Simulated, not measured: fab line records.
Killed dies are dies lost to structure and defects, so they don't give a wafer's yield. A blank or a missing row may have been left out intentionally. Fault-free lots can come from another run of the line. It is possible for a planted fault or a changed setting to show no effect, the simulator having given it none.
Matching of chambers + flow n5-finfet + N5_ILD0_ALD_15 on ald-sin-03: 4 sister chambers
The step deposits SiNx, target thk 24 nm, pulse time 1 s, ald cycles 480. 8 wafers are shown with their chamber, then 8 later ones without.

WAFERS PAIRED WITH THEIR CHAMBERS
| wafer  | chamber | heater-power-w (W) | precursor-pulse-height-rel |
|--------|---------|--------------------|----------------------------|
| L078.6 | 0       | 702                | 0.990                      |
| L082.5 | 3       | 869                | 0.977                      |
| L084.3 | 3       | 870                | 1.046                      |
| L084.4 | 2       | 770                | 0.991                      |
| L087.2 | 1       | 916                | 1.013                      |
| L087.4 | 0       | 712                | 0.990                      |
| L087.6 | 2       | 769                | 1.000                      |
| L088.2 | 1       | 888                | 0.998                      |

WAFERS WHOSE CHAMBER IS MISSING
| wafer  | heater-power-w (W) | precursor-pulse-height-rel |
|--------|--------------------|----------------------------|
| L088.4 | 710                | 1.010                      |
| L088.6 | 911                | 1.006                      |
| L089.1 | 702                | 0.998                      |
| L089.4 | 753                | 0.979                      |
| L089.6 | 889                | 1.008                      |
| L091.3 | 755                | 1.018                      |
| L091.4 | 702                | 0.991                      |
| L091.6 | 762                | 1.002                      |

CHAMBER TAKEN BY EACH
| wafer  | from the rows above     | in truth |
|--------|-------------------------|----------|
| L088.4 | 0                       | 0        |
| L088.6 | 1                       | 1        |
| L089.1 | 0                       | 0        |
| L089.4 | 2                       | 2        |
| L089.6 | can't be placed: 1 or 3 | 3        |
| L091.3 | 2                       | 2        |
| L091.4 | 0                       | 0        |
| L091.6 | 2                       | 2        |
Correctly placed: 7 of 8. Cannot be placed on the basis of these rows: 1; the candidates contain the true chamber in 1. Number placed wrongly: 0.
How it was worked out, from the rows above alone: a wafer's distance from a chamber is the root of the sum, over the readings, of the square of ((its reading less the chamber's mean) divided by the reading's scatter). The wafer belongs to the nearest chamber; if the next one is less than 2 further off, it can't be placed. A chamber's mean is the mean of its shown wafers. The scatter: take each reading less its chamber's mean, square it, sum over the shown wafers, divide by the number of wafers less the number of chambers, and take the root.
